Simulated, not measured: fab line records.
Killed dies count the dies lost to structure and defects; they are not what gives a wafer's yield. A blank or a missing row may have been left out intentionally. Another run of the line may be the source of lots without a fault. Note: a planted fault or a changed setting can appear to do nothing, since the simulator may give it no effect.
Matching of chambers ; flow n5-finfet ; N5_BEOL_M5_CO_CAP_78 on cvd-co-01 has 3 sister chambers
The step material Co, precursor CCTBA/H2, target thk 2 nm, time 102.1 s. 22 wafers are shown with their chamber, then 11 later ones without.

WAFERS PAIRED WITH THEIR CHAMBERS
wafer;chamber;heater-power-w (W)
L076.1;1;269
L076.3;0;215
L076.5;0;223
L078.1;2;229
L078.3;0;217
L078.5;2;229
L079.2;2;226
L079.4;1;272
L079.5;2;221
L083.3;0;218
L083.4;0;225
L083.5;2;227
L084.4;2;228
L084.5;1;268
L084.6;0;216
L088.1;0;226
L088.4;0;222
L088.5;2;227
L089.1;1;266
L089.3;0;219
L089.6;2;233
L090.3;2;228

SIGNATURES (means of the wafers above)
reading;chamber 0;chamber 1;chamber 2;scatter within a chamber
heater-power-w;220.11;268.75;227.56;3.46
Rule: distance of a wafer from a chamber = root of the sum over the readings of ((wafer's reading minus chamber's mean) / reading's scatter) squared. If the next closest chamber is less than 2 further off than the closest, the wafer can't be placed; otherwise it belongs to the closest. The scatter is the square root of a quotient: the sum, over the shown wafers, of each reading's squared deviation from its chamber's mean, divided by wafers minus chambers.

WAFERS WITH NO CHAMBER GIVEN
wafer;heater-power-w (W)
L090.4;227
L090.6;267
L092.1;273
L092.2;215
L092.3;226
L093.3;263
L093.4;276
L093.6;221
L096.3;232
L096.4;270
L096.6;231

WHICH CHAMBER EACH ONE RAN IN
wafer;from the rows above;in truth
L090.4;can't be placed: 2 or 0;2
L090.6;1;1
L092.1;1;1
L092.2;0;0
L092.3;can't be placed: 2 or 0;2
L093.3;1;1
L093.4;1;1
L093.6;can't be placed: 0 or 2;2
L096.3;2;2
L096.4;1;1
L096.6;2;2
8 of 11 placed correctly. Can't be placed from these rows: 3 (the true chamber is among the candidates in 3). 0 placed wrongly.
